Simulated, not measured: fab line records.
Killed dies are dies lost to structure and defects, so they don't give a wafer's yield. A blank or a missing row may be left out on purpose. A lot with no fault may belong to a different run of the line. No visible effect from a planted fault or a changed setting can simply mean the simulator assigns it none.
Which tool was responsible? || flow nand_harc || Sampling: 11 lots, 33 wafers, 5 of 1302 route steps

WHAT THE GAUGES READ, wafer by wafer
NHARC_END_SORT_01.
{"lot": "L482", "measured": "day 29 07:04", "on": "prober-02", "killed_at_array": "673 673 670"}
{"lot": "L483", "measured": "day 29 07:48", "on": "prober-01", "killed_at_array": "667 665 670"}
{"lot": "L484", "measured": "day 29 21:17", "on": "prober-01", "killed_at_array": "671 673 668"}

WHICH TOOL RAN EACH LOT (tool, then ch and the chambers of the sampled wafers, then the start)
{"lot": "L470", "NHARC_A_CHANNEL_HOLE_D2_ETCH_44": "rie_diel-06 ch 2,3, day 13 07:24", "NHARC_A_CHANNEL_FILL_D2_ETCHBACK_19": "rie_si-03 ch 0,2, day 14 10:26", "NHARC_A_CHANNEL_FILL_D2_STRIP_28": "rie_diel-05 ch 0,1,2, day 14 10:38", "NHARC_A_CHANNEL_FILL_D2_STRIP_29": "rie_diel-05 ch 0,2, no start"}
{"lot": "L474", "NHARC_A_CHANNEL_HOLE_D2_ETCH_44": "rie_diel-06 ch 1,3, day 14 21:07", "NHARC_A_CHANNEL_FILL_D2_ETCHBACK_19": "rie_si-03 ch 2,3, day 15 22:55", "NHARC_A_CHANNEL_FILL_D2_STRIP_28": "rie_diel-05 ch 0,2,3, day 15 23:08", "NHARC_A_CHANNEL_FILL_D2_STRIP_29": "rie_diel-05 ch 1,2, no start"}
{"lot": "L477", "NHARC_A_CHANNEL_HOLE_D2_ETCH_44": "rie_diel-06 ch 1,2,3, day 16 08:36", "NHARC_A_CHANNEL_FILL_D2_ETCHBACK_19": "rie_si-05 ch 0,2,3, day 17 12:50", "NHARC_A_CHANNEL_FILL_D2_STRIP_28": "rie_diel-05 ch 1,2, day 17 13:02", "NHARC_A_CHANNEL_FILL_D2_STRIP_29": "rie_diel-12 ch 1,2,3, no start"}
{"lot": "L478", "NHARC_A_CHANNEL_HOLE_D2_ETCH_44": "rie_diel-04 ch 0,1, day 16 19:30", "NHARC_A_CHANNEL_FILL_D2_ETCHBACK_19": "rie_si-03 ch 0,1,2, day 18 00:30", "NHARC_A_CHANNEL_FILL_D2_STRIP_28": "rie_diel-02 ch 2,3, day 18 00:45", "NHARC_A_CHANNEL_FILL_D2_STRIP_29": "rie_diel-02 ch 0,2,3, no start"}
{"lot": "L479", "NHARC_A_CHANNEL_HOLE_D2_ETCH_44": "rie_diel-04 ch 0,1, day 16 22:28", "NHARC_A_CHANNEL_FILL_D2_ETCHBACK_19": "rie_si-04 ch 0,2, day 18 00:30", "NHARC_A_CHANNEL_FILL_D2_STRIP_28": "rie_diel-02 ch 1,3, day 18 00:48", "NHARC_A_CHANNEL_FILL_D2_STRIP_29": "rie_diel-05 ch 0,3, no start"}
{"lot": "L482", "NHARC_A_CHANNEL_HOLE_D2_ETCH_44": "rie_diel-06 ch 0,1,2, day 18 09:29", "NHARC_A_CHANNEL_FILL_D2_ETCHBACK_19": "rie_si-04 ch 1,3, day 19 14:10", "NHARC_A_CHANNEL_FILL_D2_STRIP_28": "rie_diel-02 ch 1,2,3, day 19 14:22", "NHARC_A_CHANNEL_FILL_D2_STRIP_29": "rie_diel-02 ch 1,3, day 29 07:04 or earlier"}
{"lot": "L483", "NHARC_A_CHANNEL_HOLE_D2_ETCH_44": "rie_diel-06 ch 1,3, day 18 17:58", "NHARC_A_CHANNEL_FILL_D2_ETCHBACK_19": "rie_si-05 ch 0,2, day 19 18:44", "NHARC_A_CHANNEL_FILL_D2_STRIP_28": "rie_diel-05 ch 0,2, day 19 18:56", "NHARC_A_CHANNEL_FILL_D2_STRIP_29": "rie_diel-02 ch 0,3, day 29 07:48 or earlier"}
{"lot": "L484", "NHARC_A_CHANNEL_HOLE_D2_ETCH_44": "rie_diel-01 ch 1,3, day 19 12:16", "NHARC_A_CHANNEL_FILL_D2_ETCHBACK_19": "rie_si-05 ch 0,1,2, day 20 13:37", "NHARC_A_CHANNEL_FILL_D2_STRIP_28": "rie_diel-05 ch 1,3, day 20 13:49", "NHARC_A_CHANNEL_FILL_D2_STRIP_29": "rie_diel-05 ch 1,2, day 29 21:17 or earlier"}
{"lot": "L490", "NHARC_A_CHANNEL_HOLE_D2_ETCH_44": "rie_diel-06 ch 0,3, day 21 18:49", "NHARC_A_CHANNEL_FILL_D2_ETCHBACK_19": "rie_si-03 ch 1,2, day 22 20:20", "NHARC_A_CHANNEL_FILL_D2_STRIP_28": "rie_diel-05 ch 0,1,3, day 22 20:33", "NHARC_A_CHANNEL_FILL_D2_STRIP_29": "rie_diel-05 ch 1,2, no start"}
{"lot": "L491", "NHARC_A_CHANNEL_HOLE_D2_ETCH_44": "rie_diel-04 ch 1,2,3, day 22 05:13", "NHARC_A_CHANNEL_FILL_D2_ETCHBACK_19": "rie_si-03 ch 0,1,3, day 23 09:34", "NHARC_A_CHANNEL_FILL_D2_STRIP_28": "rie_diel-02 ch 1,2, day 23 09:46", "NHARC_A_CHANNEL_FILL_D2_STRIP_29": "rie_diel-05 ch 0,3, day 24 03:03"}
{"lot": "L493", "NHARC_A_CHANNEL_HOLE_D2_ETCH_44": "rie_diel-01 ch 2,3, day 22 21:22", "NHARC_A_CHANNEL_FILL_D2_ETCHBACK_19": "rie_si-03 ch 0,3, day 23 22:38", "NHARC_A_CHANNEL_FILL_D2_STRIP_28": "rie_diel-02 ch 1,2,3, day 23 22:52", "NHARC_A_CHANNEL_FILL_D2_STRIP_29": "rie_diel-12 ch 0,1,3, no start"}
- NHARC_A_CHANNEL_HOLE_D2_ETCH_44: etches the open film in CF4/O2, target depth 140 nm, overetch 14 nm, time 77 s.
- NHARC_A_CHANNEL_FILL_D2_ETCHBACK_19: etches the open film in HBr/Cl2, target depth 5 nm, time 1.7 s.
- NHARC_A_CHANNEL_FILL_D2_STRIP_28: strips in O2, time 20 s.
- NHARC_A_CHANNEL_FILL_D2_STRIP_29: strips in O2, time 20 s.

THE ANSWER, worked out from the rows above alone
Rule: usual is defined by the lots themselves. The widest of any qualifying gaps counts: lots, ordered by their means at a reading, are off when they make up no more than a third of the lots, leave a main group of 4 or more, and stand apart from it by 3 or more times the standard deviation of that group's means. If all means in a main group match to the digits the tables above print for the reading, that group is not used. A lot without any number at a reading at which 4 lots or more have one is off too. The other lots that the step has rows for count as sound.
Nothing can be told from this: no lot is off at any reading shown.

WHAT THE SIMULATOR HAD INSERTED
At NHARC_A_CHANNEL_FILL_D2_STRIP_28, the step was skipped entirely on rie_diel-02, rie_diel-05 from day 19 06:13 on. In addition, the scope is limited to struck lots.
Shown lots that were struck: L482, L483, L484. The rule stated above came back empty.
